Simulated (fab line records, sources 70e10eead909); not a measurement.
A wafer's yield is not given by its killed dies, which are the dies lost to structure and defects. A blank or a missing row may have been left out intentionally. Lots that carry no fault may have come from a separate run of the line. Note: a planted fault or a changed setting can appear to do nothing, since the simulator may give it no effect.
Which tool did it? | flow nand-harc | 6 lots, 18 wafers sampled, at 4 steps of a route of 1159

## WHAT EACH GAUGE READ, for each wafer
NHARC_P_GATE_CD_MEAS_91: the cd target is 2000 nm.
lot  | measured     | on        | cd-nm (nm)
L887 | day 5 23:13  | cd-sem-01 | 2002.0 1999.6 1998.6
L889 | day 6 10:33  | cd-sem-03 | 1998.1 2000.2 2000.8
L890 | day 7 05:41  | cd-sem-03 | 2000.3 2000.3 1998.9
L894 | day 8 00:35  | cd-sem-02 | 1997.6 1998.9 1998.7
L899 | day 8 15:52  | cd-sem-02 | 2226.1 2227.2 2229.8
L906 | day 10 15:37 | cd-sem-01 | 1999.4 2001.0 1999.8

## EACH LOT AND THE TOOL THAT RAN IT (in order: tool; ch and the chambers of the sampled wafers; start)
lot  | NHARC_P_GATE_ALD_36               | NHARC_P_GATE_STRIP_75                | NHARC_P_GATE_EXPOSE_88
L887 | ald-sin-03 ch 2,3, day 5 09:08    | plasma-asher-02 ch 0,1, day 5 20:25  | krf-scanner-03 ch 0, day 5 23:02
L889 | ald-sin-04 ch 1,3, day 5 20:28    | plasma-asher-02 ch 0,1, day 6 07:52  | krf-scanner-02 ch 0, day 6 10:24
L890 | ald-sin-04 ch 0,1,2, day 6 15:03  | plasma-asher-02 ch 0,1, day 7 03:10  | krf-scanner-04 ch 0, day 7 05:31
L894 | ald-sin-03 ch 0,1,3, day 7 10:14  | plasma-asher-01 ch 0,1, day 7 22:01  | krf-scanner-02 ch 0, day 8 00:25
L899 | ald-sin-03 ch 0,1,3, day 8 04:48  | plasma-asher-01 ch 0,1, day 8 13:01  | krf-scanner-02 ch 0, day 8 15:42
L906 | ald-sin-01 ch 0,1,3, day 10 04:31 | plasma-asher-02 ch 0,1, day 10 12:59 | krf-scanner-03 ch 0, day 10 15:28
- NHARC_P_GATE_ALD_36: deposits SiNx, target thk 20 nm, pulse time 60 s, ald cycles 223.
- NHARC_P_GATE_STRIP_75: strips in O2.
- NHARC_P_GATE_EXPOSE_88: exposes mask P HVN, target cd 2000 nm.

## THE ANSWER, worked out from the rows above alone
Rule: the lots themselves supply what counts as usual. Put in order of their means at a reading, lots are off if they are a third of the lots or fewer, leave a main group of 4 or more, and stand apart from it by a gap of 3 or more times the standard deviation of the main group's means; of several such gaps the widest counts. A main group is skipped when, at the precision printed for the reading in the tables above, its means are all equal. A lot without any number at a reading at which 4 lots or more have one is off too. Any other lot the step has rows for is counted as sound.
Off: L899, at NHARC_P_GATE_CD_MEAS_91 (cd-nm). The main group has a mean of 1999.6 nm with a standard deviation of 0.62.
If a tool, at a process step before that reading, ran all the lots that are off and no sound lot after the first of them, it fits. Those tools and the gauges at NHARC_P_GATE_CD_MEAS_91 are tried in the same way. Can't be told from this: 4 tools fit, ald-sin-03 at NHARC_P_GATE_ALD_36, plasma-asher-01 at NHARC_P_GATE_STRIP_75, krf-scanner-02 at NHARC_P_GATE_EXPOSE_88, cd-sem-02 at NHARC_P_GATE_CD_MEAS_91.

## WHAT THE SIMULATOR HAD PUT IN
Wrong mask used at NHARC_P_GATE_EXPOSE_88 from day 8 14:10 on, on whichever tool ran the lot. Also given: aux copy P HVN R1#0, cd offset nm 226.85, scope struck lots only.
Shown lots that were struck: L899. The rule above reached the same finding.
